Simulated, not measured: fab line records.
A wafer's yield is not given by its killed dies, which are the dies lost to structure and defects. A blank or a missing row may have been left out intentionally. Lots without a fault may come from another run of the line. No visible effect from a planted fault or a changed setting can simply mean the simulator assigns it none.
Matching of chambers + flow n5-finfet + N5_MOL_CONTACT_COAG_ETCHBACK_132 on rie-diel-03 has 4 sister chambers
The step etches SiO2 in CHF3, target depth 10 nm, time 6.7 s. 14 wafers are shown with their chamber, then 7 later ones without.

== WAFERS WITH THEIR CHAMBER ==
| wafer  | chamber | showerhead-plenum-p-Torr (Torr) | throttle-valve-pct (%) | rf-vpp-V (V) |
|--------|---------|---------------------------------|------------------------|--------------|
| L976.2 | 1       | 2.28                            | 19.02                  | 530          |
| L976.4 | 2       | 2.29                            | 18.72                  | 508          |
| L976.5 | 1       | 2.28                            | 19.02                  | 529          |
| L979.2 | 1       | 2.28                            | 19.04                  | 527          |
| L979.4 | 1       | 2.28                            | 19.04                  | 529          |
| L979.5 | 1       | 2.28                            | 19.03                  | 529          |
| L981.2 | 0       | 2.45                            | 19.07                  | 536          |
| L981.4 | 3       | 2.43                            | 18.63                  | 514          |
| L981.5 | 1       | 2.28                            | 19.05                  | 529          |
| L983.3 | 3       | 2.43                            | 18.64                  | 513          |
| L983.5 | 0       | 2.44                            | 19.06                  | 534          |
| L983.6 | 3       | 2.43                            | 18.64                  | 513          |
| L984.1 | 3       | 2.43                            | 18.64                  | 513          |
| L984.2 | 2       | 2.29                            | 18.74                  | 508          |

SIGNATURES, as means of the wafers listed above
| reading                  | chamber 0 | chamber 1 | chamber 2 | chamber 3 | scatter within a chamber |
|--------------------------|-----------|-----------|-----------|-----------|--------------------------|
| showerhead-plenum-p-Torr | 2.4450    | 2.2800    | 2.2900    | 2.4300    | 0.00224                  |
| throttle-valve-pct       | 19.0650   | 19.0333   | 18.7300   | 18.6375   | 0.0103                   |
| rf-vpp-V                 | 535.00    | 528.83    | 508.00    | 513.25    | 0.871                    |
Rule: a wafer's distance from a chamber is the root of the sum, over the readings, of the square of ((its reading less the chamber's mean) divided by the reading's scatter). If the next closest chamber is less than 2 further off than the closest, the wafer can't be placed; otherwise it belongs to the closest. The scatter: take each reading less its chamber's mean, square it, sum over the shown wafers, divide by the number of wafers less the number of chambers, and take the root.

== WAFERS WITHOUT THEIR CHAMBER ==
| wafer  | showerhead-plenum-p-Torr (Torr) | throttle-valve-pct (%) | rf-vpp-V (V) |
|--------|---------------------------------|------------------------|--------------|
| L984.5 | 2.29                            | 18.74                  | 509          |
| L987.2 | 2.27                            | 19.07                  | 529          |
| L987.6 | 2.29                            | 18.74                  | 509          |
| L988.1 | 2.27                            | 19.08                  | 528          |
| L988.6 | 2.29                            | 18.75                  | 509          |
| L992.3 | 2.28                            | 18.79                  | 509          |
| L992.6 | 2.44                            | 19.11                  | 537          |

== EACH ONE'S CHAMBER ==
| wafer  | from the rows above | in truth |
|--------|---------------------|----------|
| L984.5 | 2                   | 2        |
| L987.2 | 1                   | 1        |
| L987.6 | 2                   | 2        |
| L988.1 | 1                   | 1        |
| L988.6 | 2                   | 2        |
| L992.3 | 2                   | 2        |
| L992.6 | 0                   | 0        |
Placed correctly: 7 of 7. Number that these rows cannot place: 0. Wrongly placed: 0.
